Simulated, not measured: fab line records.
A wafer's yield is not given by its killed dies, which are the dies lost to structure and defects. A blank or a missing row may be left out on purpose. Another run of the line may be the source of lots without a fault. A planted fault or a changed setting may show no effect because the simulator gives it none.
Matching of chambers | flow n5Finfet | N5_DUMMY_GATE_STRIP_40 on rieDiel-04 has 4 sister chambers
The step strips in CF4. 8 wafers are shown with their chamber, then 11 later ones without.

## WAFERS WITH THEIR CHAMBER
wafer  | chamber | showerheadPlenumPTorr (Torr) | drypumpMotorCurrentA (A)
L080.5 | 2       | 1.78                         | 6.1
L081.5 | 2       | 1.78                         | 6.1
L089.5 | 1       | 1.83                         | 5.4
L090.4 | 0       | 1.87                         | 5.3
L091.2 | 0       | 1.86                         | 5.4
L091.4 | 3       | 1.72                         | 6.8
L091.6 | 1       | 1.83                         | 5.4
L092.2 | 3       | 1.72                         | 6.8

## WAFERS WHOSE CHAMBER IS MISSING
wafer  | showerheadPlenumPTorr (Torr) | drypumpMotorCurrentA (A)
L092.3 | 1.78                         | 6.1
L092.5 | 1.78                         | 6.1
L093.1 | 1.83                         | 5.4
L093.4 | 1.71                         | 6.8
L093.6 | 1.78                         | 6.1
L095.2 | 1.83                         | 5.4
L095.3 | 1.86                         | 5.4
L095.4 | 1.71                         | 6.8
L097.2 | 1.77                         | 6.1
L097.3 | 1.86                         | 5.4
L097.4 | 1.83                         | 5.4

## WHICH CHAMBER EACH WENT THROUGH
wafer  | from the rows above | in truth
L092.3 | 2                   | 2
L092.5 | 2                   | 2
L093.1 | 1                   | 1
L093.4 | 3                   | 3
L093.6 | 2                   | 2
L095.2 | 1                   | 1
L095.3 | 0                   | 0
L095.4 | 3                   | 3
L097.2 | 2                   | 2
L097.3 | 0                   | 0
L097.4 | 1                   | 1
Correctly placed: 11 of 11. From these rows, 0 cannot be placed. Wrongly placed: 0.
How it was worked out, from the rows above alone: a wafer's distance from a chamber is the root of the sum, over the readings, of the square of ((its reading less the chamber's mean) divided by the reading's scatter). If the next closest chamber is less than 2 further off than the closest, the wafer can't be placed; otherwise it belongs to the closest. Each chamber's mean is taken over the wafers shown for it. How the scatter is found: for the shown wafers, subtract from each reading the mean of its chamber, square and add these, divide the total by (wafers less chambers), then take the root.
